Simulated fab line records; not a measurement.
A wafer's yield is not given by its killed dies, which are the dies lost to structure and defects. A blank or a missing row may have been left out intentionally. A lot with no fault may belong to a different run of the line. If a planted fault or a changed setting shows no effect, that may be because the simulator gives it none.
One fault seen from 3 desks -- flow n5_finfet -- each desk holds nothing but its own numbers, with what lay behind them at the end

## AT THE TOOL OWNER'S DESK: litho_track-04
The tool's own readings at N5_BEOL_M6_COAT_05 (resist thk 90 nm): means of the sampled wafers that have a number, for each lot that ran on this tool. If a lot's mean is further than 4 standard deviations from the usual mean, the lot is out of limits and carries the mark OUT (the distance appears in the brackets).
Columns: A = resist_line_temp_C at N5_BEOL_M6_COAT_05, usual 22.99 C; B = spin_speed_rpm at N5_BEOL_M6_COAT_05, usual 1499.9 rpm
lot,first seen here,A,B
L620,day 12 23:40,23.00,1500.5
L627,day 14 13:59,23.02,1670.6 (+99 or more) OUT
L629,day 14 18:33,22.98,1670.0 (+99 or more) OUT
This desk's finding: out of limits on L627, L629; first on L627, day 14 13:59 (spin_speed_rpm at N5_BEOL_M6_COAT_05). L620: within limits.

## THE METROLOGY DESK
Means of the sampled wafers that have a number, per lot and without regard to the tool the lot ran on: this is what the gauges read. If a lot's mean is further than 4 standard deviations from the usual mean, the lot is out of limits and carries the mark OUT (the distance appears in the brackets).
Columns: A = M5_RS at N5_BEOL_M5_RS_MEAS_57, usual 0.393 ohm/sq; B = M6_ILD_THK at N5_BEOL_M6_THK_MEAS_01, usual 154.8 nm; C = cd_nm at N5_BEOL_M6_CD_MEAS_11, usual 38.5 nm; D = M6_OVL at N5_BEOL_M6_OVL_MEAS_12, usual 0.4 nm
lot,first seen here,A,B,C,D
L615,day 11 13:11,0.389,157.1,37.9,0.5
L617,day 11 21:01,0.404,155.7,38.2,0.8
L620,day 12 21:28,0.389,154.0,38.3,0.3
L627,day 14 11:46,0.384,155.5,38.8,-0.1
L629,day 14 14:53,0.411,155.2,38.5,-1.0
L628,day 14 19:34,0.391,153.8,38.8,0.5
This desk found nothing out of limits on any of the 6 lots.

## THE DEFECT DESK
Per lot, the means of the sampled wafers with a number show what the inspections along the route counted. If a lot's mean is further than 4 standard deviations from the usual mean, the lot is out of limits and carries the mark OUT (the distance appears in the brackets).
Columns: A = raw_defect_count at N5_BEOL_M5_INSPECT_58, usual 61; B = raw_defect_count at N5_BEOL_M6_INSPECT_13, usual 373
lot,first seen here,A,B
L615,day 11 13:13,71,365
L617,day 11 21:02,37,290
L620,day 12 21:29,82,336
L627,day 14 11:47,52,378
L629,day 14 14:54,62,485
L628,day 14 19:35,47,349
This desk found nothing out of limits on any of the 6 lots.

## BROUGHT TOGETHER
The tool owner's desk could have raised an alarm at day 14 13:59, on L627, L629.
Metrology desk: nothing out of limits seen.
The defect desk saw nothing out of limits.
The metrology desk has L627, L629 on record, within its limits.
The defect desk has L627, L629 on record, within its limits.
N5_BEOL_M6_COAT_05 was run on litho_track-04 by each of the lots named.

## WHAT WAS PUT IN BY THE SIMULATOR
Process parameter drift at N5_BEOL_M6_COAT_05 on litho_track-04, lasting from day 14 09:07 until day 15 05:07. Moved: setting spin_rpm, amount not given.
Shown lots that were struck: L627, L629.
How many hours passed from the start of the fault until each desk's first out-of-limits reading: the tool owner's desk, 5.
